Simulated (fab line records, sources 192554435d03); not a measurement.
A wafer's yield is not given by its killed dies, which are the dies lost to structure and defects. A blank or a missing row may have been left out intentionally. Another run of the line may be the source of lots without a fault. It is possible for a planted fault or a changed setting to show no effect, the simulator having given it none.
Chamber matching + flow n5-finfet + pecvd-03 running N5_BEOL_M15_ILD_DEP_00: 3 sister chambers
The step deposits SiO2 from TEOS/O2, target thk 1629.3 nm, time 346.1 s. 6 wafers are shown with their chamber, then 12 later ones without.

WAFERS, EACH WITH ITS CHAMBER
| wafer  | chamber | showerhead-plenum-p-Torr (Torr) | throttle-valve-pct (%) |
|--------|---------|---------------------------------|------------------------|
| L091.2 | 2       | 8.41                            | 18.5                   |
| L091.5 | 0       | 8.44                            | 18.2                   |
| L091.6 | 2       | 8.40                            | 18.2                   |
| L093.1 | 1       | 8.35                            | 19.3                   |
| L093.2 | 0       | 8.45                            | 18.1                   |
| L093.6 | 1       | 8.36                            | 19.3                   |

WAFERS WITH NO CHAMBER GIVEN
| wafer  | showerhead-plenum-p-Torr (Torr) | throttle-valve-pct (%) |
|--------|---------------------------------|------------------------|
| L095.1 | 8.35                            | 19.3                   |
| L095.2 | 8.43                            | 18.1                   |
| L095.3 | 8.38                            | 18.4                   |
| L095.4 | 8.45                            | 18.1                   |
| L095.5 | 8.38                            | 18.7                   |
| L095.6 | 8.38                            | 19.1                   |
| L097.1 | 8.37                            | 19.4                   |
| L097.2 | 8.43                            | 18.0                   |
| L097.3 | 8.40                            | 18.7                   |
| L097.4 | 8.41                            | 18.7                   |
| L097.5 | 8.42                            | 17.9                   |
| L097.6 | 8.37                            | 19.4                   |

CHAMBER TAKEN BY EACH
| wafer  | from the rows above     | in truth |
|--------|-------------------------|----------|
| L095.1 | 1                       | 1        |
| L095.2 | can't be placed: 0 or 2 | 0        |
| L095.3 | 2                       | 2        |
| L095.4 | 0                       | 0        |
| L095.5 | can't be placed: 2 or 1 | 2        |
| L095.6 | 1                       | 1        |
| L097.1 | 1                       | 1        |
| L097.2 | 0                       | 0        |
| L097.3 | 2                       | 2        |
| L097.4 | 2                       | 2        |
| L097.5 | can't be placed: 0 or 2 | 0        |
| L097.6 | 1                       | 1        |
Correct placement for 9 of the 12. Not placeable from these rows: 3 (in 3, the candidates include the true chamber). Placed wrongly: 0.
How it was worked out, from the rows above alone: a wafer's distance from a chamber is the root of the sum, over the readings, of the square of ((its reading less the chamber's mean) divided by the reading's scatter). The wafer belongs to the nearest chamber; if the next one is less than 2 further off, it can't be placed. A chamber's mean is the mean of its shown wafers. The scatter: the root of (the sum of the squares of (reading less its chamber's mean) over the shown wafers, divided by (wafers less chambers)).
